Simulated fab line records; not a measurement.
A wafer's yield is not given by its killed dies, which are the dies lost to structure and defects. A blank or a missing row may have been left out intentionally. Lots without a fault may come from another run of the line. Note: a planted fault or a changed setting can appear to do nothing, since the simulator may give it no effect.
Comparing a struck lot with a sound one + flow n5_finfet + 16 out of 1938 route steps
Sound: these wafers, L785.2, L785.3, L785.5. Struck: wafer L801.2; the same lot's L801.4 was not struck, so it is left out; see the end for the cause.
Order at every step that has rows: each side's tool, ch and its chambers, its first start. Under that, the readings that differ: sound wafers + struck wafers + difference of the means + sigmas: that difference in standard deviations of wafers without a fault.
alike: a reading whose means differ by less than 2 such deviations, as well as words and numbers matching on both sides. not compared: withheld readings; readings where some wafer has no value; bounds like >300 that might hide an equal value; numbers whose values overlap and for which the record gives no deviation.
Wherever a step has rows on one side only, a row that says differs or no value, or a row with sigmas, the two part there. Non-overlapping numbers with no deviation appear without sigmas and do not part them. A reading missing from all wafers of one side parts the sides only when that side holds two or more wafers.

first, 4 steps without rows for these wafers: N5_BEOL_M4_SOFTBAKE_23 (time 60 s); N5_BEOL_M4_EXPOSE_25 (exposes mask V3, defocus 5 nm); N5_BEOL_M4_PEB_26 (peb time 60 s); N5_BEOL_M4_DEVELOP_27 (develop time 30 s).
N5_BEOL_M4_CD_MEAS_28: target cd 26.2 nm, target cd y 24.1 nm.
  sound on cd_sem-01 ch 0, day 8 10:04; struck on cd_sem-02 ch 0, day 12 08:04
  alike: cd_nm
N5_BEOL_M4_OVL_MEAS_29:
  sound on overlay-01 ch 0, day 8 10:06; struck on overlay-02 ch 0, day 12 08:07
  alike: V3_OVL
N5_BEOL_M4_INSPECT_30: inspects for defects (brightfield).
  sound on defect_inspect-01 at day 8 10:09; struck on defect_inspect-01 at day 12 08:10
  alike: raw_defect_count
N5_BEOL_M4_DESCUM_33: chemistry O2, time 7 s.
  sound on rie_diel-06 ch 0,1, day 8 10:11; struck on rie_diel-05 ch 1, day 12 09:08
| reading                | sound          | struck | difference | sigmas |
|------------------------|----------------|--------|------------|--------|
| throttle_valve_pct (%) | 20.2 20.7 20.2 | 21.1   | +0.7       | +2     |
  alike: drypump_motor_current_A, oes_product_au, rf_fwd_power_W, rf_vpp_V, showerhead_plenum_p_Torr, temp_c
  not compared: rf_hours_counter_h
N5_BEOL_M4_ETCH_77: etches underlayer in N2/H2, target depth 6.5 nm, time 5.2 s.
  sound on rie_diel-06 ch 0,1, day 8 10:13; struck on rie_diel-05 ch 1, day 12 09:10
  alike: drypump_motor_current_A, etch_rf_on_time_s, oes_product_au, rf_fwd_power_W, rf_vpp_V, showerhead_plenum_p_Torr, throttle_valve_pct
  not compared: rf_hours_counter_h
N5_BEOL_M4_ETCH_69: etches SiARC in CF4, target depth 15.6 nm, time 26 s.
  sound on rie_diel-06 ch 0,1, day 8 10:14; struck on rie_diel-05 ch 1, day 12 09:11
| reading                | sound             | struck | difference | sigmas |
|------------------------|-------------------|--------|------------|--------|
| rf_fwd_power_W (W)     | 530.0 535.9 531.8 | 528.1  | -4.5       | -2     |
| throttle_valve_pct (%) | 15.46 15.83 15.47 | 16.08  | +0.49      | +2     |
  alike: drypump_motor_current_A, etch_rf_on_time_s, oes_product_au, rf_vpp_V, showerhead_plenum_p_Torr
  not compared: rf_hours_counter_h
N5_BEOL_M4_ALD_98: deposits SiO2, target thk 2.5 nm, pulse time 1 s, co reactant pulse time 1 s.
  sound on ald_sin-02 ch 0,1, day 8 10:20; struck on ald_sin-04 ch 3, day 12 09:43
| reading                    | sound             | struck | difference | sigmas |
|----------------------------|-------------------|--------|------------|--------|
| precursor_pulse_height_rel | 0.978 0.982 0.995 | 1.042  | +0.057     | +3     |
  alike: heater_power_outer_w, heater_power_w
N5_BEOL_M4_ETCHBACK_99: etches SiO2 in CHF3, target depth 5 nm, time 10.4 s.
  sound on rie_diel-06 ch 1,2,3, day 8 13:40; struck on rie_diel-05 ch 2, day 12 17:58
| reading               | sound             | struck | difference | sigmas |
|-----------------------|-------------------|--------|------------|--------|
| CHF3_flow_sccm (sccm) | 11.94 11.95 11.98 | 12.04  | +0.08      | +2     |
  alike: drypump_motor_current_A, oes_product_au, rf_fwd_power_W, rf_vpp_V, showerhead_plenum_p_Torr, throttle_valve_pct
  not compared: rf_hours_counter_h
N5_BEOL_M4_ETCH_70: etches SOC in N2/H2, target depth 80 nm, overetch 24 nm, time 130 s.
  sound on rie_diel-06 ch 1,2,3, day 8 13:42; struck on rie_diel-05 ch 2, day 12 18:01
| reading                                    | sound             | struck | difference | sigmas |
|--------------------------------------------|-------------------|--------|------------|--------|
| rf_vpp_V (V)                               | 523.2 527.6 526.2 | 521.0  | -4.7       | -2     |
| model.SiARC_of_BEOL_M4_COAT_68.thk_nm (nm) | 5.8 5.6 5.8       | 7.6    | +1.9       |        |
  alike: drypump_motor_current_A, oes_product_au, rf_fwd_power_W, showerhead_plenum_p_Torr, temp_c, throttle_valve_pct
  not compared: rf_hours_counter_h
then, 1 step without rows for these wafers: N5_BEOL_M4_STRIP_71 (strips in N2/H2).
N5_BEOL_M4_RC_MEAS_101:
  sound on prober-02 ch 0, day 8 18:14; struck on prober-01 ch 0, day 12 23:55
  alike: DIBL_N, DIBL_P, IOFF_N, IOFF_P, ION_N, ION_P, SS_N, SS_P, VT_N, VT_P
-- here the record skips 4 days between the struck wafers' starts before and after, leaving off in module BEOL_M4 and picking up in module PASSIVATION (first step shown: number 1936 of the route) --
N5_PASSIVATION_PROBE_49:
  sound on prober-02 at day 13 06:23; struck on prober-01 at day 17 05:05
| reading               | sound       | struck | difference | sigmas |
|-----------------------|-------------|--------|------------|--------|
| killed_at_M0_to_M3    | 26 33 32    | 54     | +24        | +2     |
| killed_short          | 23 33 37    | 47     | +16        | +2     |
| sort_bin_6_memory (%) | 2.9 3.1 3.1 | 5.1    | +2.1       | +3     |
  alike: defect_limited_yield, killed_at_M4_up, killed_at_contacts, killed_at_front_end, killed_at_other, killed_dies, killed_open, sort_bin_4_leakage, sort_bin_5_function, sort_n_pass, sort_yield_pct

WHERE THEY PART
First at N5_BEOL_M4_DESCUM_33; last, within this record, at N5_PASSIVATION_PROBE_49.

WHY: whatever the simulator had introduced
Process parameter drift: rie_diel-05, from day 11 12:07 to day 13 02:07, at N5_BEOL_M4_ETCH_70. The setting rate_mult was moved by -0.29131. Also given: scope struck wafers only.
